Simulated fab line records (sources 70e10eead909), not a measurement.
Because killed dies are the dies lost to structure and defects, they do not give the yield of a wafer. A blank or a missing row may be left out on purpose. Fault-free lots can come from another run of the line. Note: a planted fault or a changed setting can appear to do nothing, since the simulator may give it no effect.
Chamber matching    flow nand-harc    NHARC_A_STAIRCASE_ETCHBACK_422 on rie-diel-13 has 4 sister chambers
The step etches the open film in CH3F/O2, target depth 40 nm, time 74.286 s. 24 wafers are shown with their chamber, then 12 later ones without.

WAFERS, EACH WITH ITS CHAMBER
wafer   chamber  drypump-motor-current-A (A)  showerhead-plenum-p-Torr (Torr)  rf-vpp-V (V)
L076.1  1        6.7                          2.31                             242.5
L076.2  3        5.8                          2.49                             244.3
L076.3  0        5.0                          2.44                             243.7
L077.2  1        6.7                          2.31                             241.2
L077.3  2        6.0                          2.65                             248.5
L077.6  2        6.0                          2.65                             246.1
L080.3  3        5.8                          2.48                             245.3
L080.5  0        5.1                          2.43                             243.5
L080.6  1        6.6                          2.30                             240.1
L081.1  3        5.8                          2.48                             244.2
L081.3  2        6.0                          2.64                             246.6
L081.4  0        5.0                          2.43                             244.6
L085.1  1        6.7                          2.30                             243.8
L085.3  0        5.0                          2.43                             244.2
L085.5  3        5.8                          2.48                             244.6
L084.1  3        5.8                          2.48                             245.0
L084.3  2        6.0                          2.64                             245.2
L084.6  0        5.0                          2.43                             243.5
L087.1  0        5.0                          2.42                             244.4
L087.2  2        6.0                          2.63                             245.6
L087.3  3        5.8                          2.47                             246.3
L091.1  0        5.1                          2.42                             244.3
L091.5  2        6.0                          2.63                             245.4
L091.6  3        5.8                          2.47                             245.5

SIGNATURES (means of the wafers above)
reading                   chamber 0  chamber 1  chamber 2  chamber 3  scatter within a chamber
drypump-motor-current-A   5.029      6.675      6.000      5.800      0.033
showerhead-plenum-p-Torr  2.4286     2.3050     2.6400     2.4786     0.00732
rf-vpp-V                  244.029    241.900    246.233    245.029    0.993
Rule: for a wafer and a chamber, the distance is found by dividing, reading by reading, the gap between the wafer's reading and the chamber's mean by the reading's scatter, squaring, summing and taking the root. The wafer belongs to the nearest chamber; if the next one is less than 2 further off, it can't be placed. The scatter: the root of (the sum of the squares of (reading less its chamber's mean) over the shown wafers, divided by (wafers less chambers)).

WAFERS WITH NO CHAMBER GIVEN
wafer   drypump-motor-current-A (A)  showerhead-plenum-p-Torr (Torr)  rf-vpp-V (V)
L092.1  6.6                          2.29                             243.6
L092.2  5.0                          2.42                             243.7
L092.5  6.0                          2.63                             246.1
L095.1  5.1                          2.42                             244.4
L095.3  6.7                          2.28                             241.9
L095.4  5.8                          2.46                             243.8
L094.1  5.0                          2.42                             244.1
L094.3  6.7                          2.28                             241.4
L094.4  6.0                          2.62                             246.9
L096.1  5.8                          2.46                             243.4
L096.4  6.0                          2.62                             246.2
L096.6  5.1                          2.41                             244.6

WHICH CHAMBER EACH ONE RAN IN
wafer   from the rows above  in truth
L092.1  1                    1
L092.2  0                    0
L092.5  2                    2
L095.1  0                    0
L095.3  1                    1
L095.4  3                    3
L094.1  0                    0
L094.3  1                    1
L094.4  2                    2
L096.1  3                    3
L096.4  2                    2
L096.6  0                    0
12 of 12 placed correctly. Not placeable from these rows: 0. Placed wrongly: 0.
